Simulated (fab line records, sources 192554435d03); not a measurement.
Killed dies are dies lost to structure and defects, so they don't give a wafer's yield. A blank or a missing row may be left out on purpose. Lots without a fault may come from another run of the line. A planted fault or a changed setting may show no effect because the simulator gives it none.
A struck lot beside a sound one | flow n5_finfet | 45 steps out of a route of 1938
Sound: wafers L946.1, L946.4, L946.6. Struck: wafer L944.5. (L944.2, L944.6 of the same lot were not struck and are left out.) The cause comes at the end.
At each step with rows: each side's tool, then ch and its chambers, then its first start. Under that, the readings that differ: sound wafers | struck wafers | difference of the means | sigmas: that difference in standard deviations of wafers without a fault.
alike: readings whose means differ by less than 2 such deviations, and words and numbers that are the same on both sides. not compared: withheld readings, readings that some wafer has no value for, bounds like >300 that may hide the same value, and numbers for which the record gives no deviation and whose values overlap.
The two part at a step that has a row with sigmas, a row that says differs or no value, or rows on one side only. Numbers that don't overlap but have no deviation are shown without sigmas and don't part them. A reading that every wafer of one side lacks parts them only if that side has two wafers or more.

first, 11 steps without rows for these wafers: N5_BEOL_M4_DESCUM_33 (chemistry O2, time 7 s); N5_BEOL_M4_ETCH_77 (etches underlayer in N2/H2, target depth 6.5 nm, time 5.2 s); N5_BEOL_M4_ETCH_69 (etches SiARC in CF4, target depth 15.6 nm, time 26 s); N5_BEOL_M4_ALD_98 (deposits SiO2, target thk 2.5 nm, pulse time 1 s, co reactant pulse time 1 s); N5_BEOL_M4_ETCHBACK_99 (etches SiO2 in CHF3, target depth 5 nm, time 10.4 s); N5_BEOL_M4_ETCH_70 (etches SOC in N2/H2, target depth 80 nm, overetch 24 nm, time 130 s); N5_BEOL_M4_STRIP_71 (strips in N2/H2); N5_BEOL_M4_STRIP_78 (strips in N2/H2); N5_BEOL_M4_VIA_ETCH_34 (etches the open film in C4F6/O2, target depth 69.4 nm, time 65.9 s); N5_BEOL_M4_STRIP_83 (strips in C4F6/O2); N5_BEOL_M4_STRIP_36 (strips in N2/H2).
N5_BEOL_M4_TRENCH_ETCH_37: etches SiOC in C4F6/O2, target depth 55.555 nm, time 29.2 s.
  sound on rie_diel-06 ch 0,2,3, day 11 07:13; struck on rie_diel-06 ch 0, day 11 10:44
  reading                             | sound             | struck | difference | sigmas
  rf_fwd_power_W (W)                  | 353.8 349.9 349.6 | 436.6  | +85.5      | +61
  rf_vpp_V (V)                        | 681 679 661       | 609    | -65        | -7
  model.etch.depth_nm (nm)            | 55.87 54.58 56.29 | 59.05  | +3.47      |
  model.BEOL_M4.feature_depth_nm (nm) | 55.8 54.6 56.2    | 59     | +3         |
  alike: drypump_motor_current_A, oes_ar_750_au, oes_f_703_au, oes_product_au, showerhead_plenum_p_Torr, throttle_valve_pct
  not compared: rf_hours_counter_h
then, 2 steps without rows for these wafers: N5_BEOL_M4_ETCH_41 (etches SiCN in CH3F/O2, target depth 29.9 nm, time 52.5 s); N5_BEOL_M4_STRIP_97 (strips in N2/H2, time 10 s).
N5_BEOL_M4_OCD_MEAS_38:
  sound on ocd-01, day 11 07:22; struck on ocd-02, day 11 10:53
  reading              | sound          | struck | difference | sigmas
  trench_depth_nm (nm) | 55.6 54.7 56.4 | 59.5   | +3.9       | +4
then, 25 steps without rows for these wafers: N5_BEOL_M4_HM_STRIP_39 (strips TiN in peroxide tin strip, target depth 25 nm, time 158 s); N5_BEOL_M4_SRD_40 (time 30 s); N5_BEOL_M4_PRECLEAN_42 (cleans in residue remover, time 60 s); N5_BEOL_M4_SRD_43 (time 30 s); N5_BEOL_M4_DEGAS_44 (time 60 s); N5_BEOL_M4_PRE_CLEAN_45 (time 30 s); N5_BEOL_M4_ALD_84 (deposits TaN, pulse time 2 s, purge time 3 s, co reactant purge time 2 s); N5_BEOL_M4_SURFACE_TREAT_85; N5_BEOL_M4_CVD_47 (deposits Co from CCTBA/H2, target thk 3 nm, time 223.8 s); N5_BEOL_M4_SPUTTER_48 (material Cu, target thk 4.5 nm, time 8.29 s); N5_BEOL_M4_ANNEAL_49 (time 240 s); N5_BEOL_M4_SPUTTER_79 (material Cu, target thk 4.5 nm, time 8.29 s); N5_BEOL_M4_ANNEAL_80 (time 240 s); N5_BEOL_M4_SPUTTER_81 (material Cu, target thk 4.5 nm, time 8.29 s); N5_BEOL_M4_ANNEAL_82 (time 240 s); N5_BEOL_M4_SPUTTER_86 (material Cu, target thk 4.5 nm, time 8.29 s); N5_BEOL_M4_ANNEAL_87 (time 240 s); N5_BEOL_M4_SPUTTER_88 (material Cu, target thk 4.5 nm, time 8.29 s); N5_BEOL_M4_ANNEAL_89 (time 240 s); N5_BEOL_M4_SPUTTER_90 (material Cu, target thk 4.5 nm, time 8.29 s); N5_BEOL_M4_ANNEAL_91 (time 240 s); N5_BEOL_M4_SPUTTER_92 (material Cu, target thk 4.5 nm, time 8.29 s); N5_BEOL_M4_ANNEAL_93 (time 240 s); N5_BEOL_M4_SPUTTER_94 (material Cu, target thk 4.5 nm, time 8.29 s); N5_BEOL_M4_ANNEAL_95 (time 240 s).
N5_BEOL_M4_CMP_52: polishes, stops on SiOC, t overpolish 6.8 s, target thk 40 nm.
  sound on cmp-01 ch 1,2,3, day 11 11:01; struck on cmp-01 ch 2, day 11 16:06
  reading                                | sound          | struck | difference | sigmas
  model.Cu_of_BEOL_M4_ECD_50.thk_nm (nm) | 40.4 38.4 40.8 | 44.6   | +4.7       |
  alike: barrier_field_endpoint_s, motor_current_A, overpolish_run_s, slurry_flow_ml_min, time_to_endpoint_s
N5_BEOL_M4_THK_MEAS_53: measures by xrf.
  sound on film_metro-01, day 11 11:18; struck on film_metro-01, day 11 16:17
  reading     | sound          | struck | difference | sigmas
  M4_THK (nm) | 39.8 38.1 40.4 | 44.8   | +5.4       | +4
N5_BEOL_M4_RS_MEAS_58: measures by four-point-probe.
  sound on film_metro-02, day 11 11:35; struck on film_metro-02, day 11 16:33
  reading        | sound          | struck | difference | sigmas
  M4_RS (ohm/sq) | 0.66 0.70 0.65 | 0.58   | -0.09      | -3
N5_BEOL_M4_RC_MEAS_101:
  sound on prober-02 ch 0, day 11 11:38; struck on prober-01 ch 0, day 11 16:45
  reading       | sound          | struck | difference | sigmas
  SS_P (mV/dec) | 73.8 73.9 73.7 | 72.5   | -1.3       | -2
  alike: DIBL_N, DIBL_P, IOFF_N, IOFF_P, ION_N, ION_P, SS_N, VT_N, VT_P
N5_PASSIVATION_PROBE_49:
  the record has rows for the sound wafers here (prober-01, day 15 20:23) and none for the struck ones

WHERE THEY PART
First at N5_BEOL_M4_TRENCH_ETCH_37; last, within this record, at N5_PASSIVATION_PROBE_49.

WHY: what the simulator had put in
Process parameter drift: rie_diel-06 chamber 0, from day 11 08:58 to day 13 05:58, at N5_BEOL_M4_TRENCH_ETCH_37. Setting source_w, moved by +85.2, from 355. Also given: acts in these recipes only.
